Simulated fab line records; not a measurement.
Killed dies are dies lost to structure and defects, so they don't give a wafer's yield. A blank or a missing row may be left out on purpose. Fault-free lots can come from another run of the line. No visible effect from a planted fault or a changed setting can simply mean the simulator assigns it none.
The tool behind it: which one? | flow n5 finfet | 27 wafers sampled from 10 lots at 1 step of a route of 1938

## WHAT EACH GAUGE READ, for each wafer
N5_BEOL_M6_INSPECT_13: inspects for defects (brightfield). Usual: raw defect count reads 416 (standard deviation 100).
lot  | measured     | on                | raw defect count | flag
L570 | day 12 08:02 | defect inspect-01 | 342 292 365      |
L574 | day 12 16:38 | defect inspect-02 | 303 374 468      |
L572 | day 13 03:54 | defect inspect-02 | 402 388 399      |
L576 | day 13 13:04 | defect inspect-02 | 356 562 715      |
L577 | day 14 14:23 | defect inspect-02 | 382 407          |
L581 | day 14 19:22 | defect inspect-01 | 274 377          |
L583 | day 15 23:56 | defect inspect-01 | 281 368          |
L586 | day 16 06:26 | defect inspect-01 | 306 378 350      |
L587 | day 16 06:37 | defect inspect-02 | 367 309 302      |
L590 | day 17 06:44 | defect inspect-01 | 429 417 463      |

## WHAT TOOL EACH LOT RAN ON (gives the tool, then ch and the chambers of the sampled wafers, and finally the start)
The record shows no process step preceding these readings.

## AS READ BY THE TOOLS THEMSELVES (means over the sampled wafers that have a number; for cases with no such wafer, the mark the record gives instead)
The record holds no such reading with a usual standard deviation.

## THE ANSWER, worked out from the rows above alone
Rule: a lot is off if the mean of its wafers that have a number lies more than 3 standard deviations from the usual mean. A lot without any number at a reading at which 4 lots or more have one is off too. The other lots that the step has rows for count as sound. First the gauges in route order, then the tools' own readings, where a lot's mean is used as printed above. The first step at which some lot is off is used, and at that step the reading that is off furthest; a lot without a number counts as furthest.
None of the lots is off at any reading shown; this tells nothing.

## WHAT THE SIMULATOR HAD PUT IN
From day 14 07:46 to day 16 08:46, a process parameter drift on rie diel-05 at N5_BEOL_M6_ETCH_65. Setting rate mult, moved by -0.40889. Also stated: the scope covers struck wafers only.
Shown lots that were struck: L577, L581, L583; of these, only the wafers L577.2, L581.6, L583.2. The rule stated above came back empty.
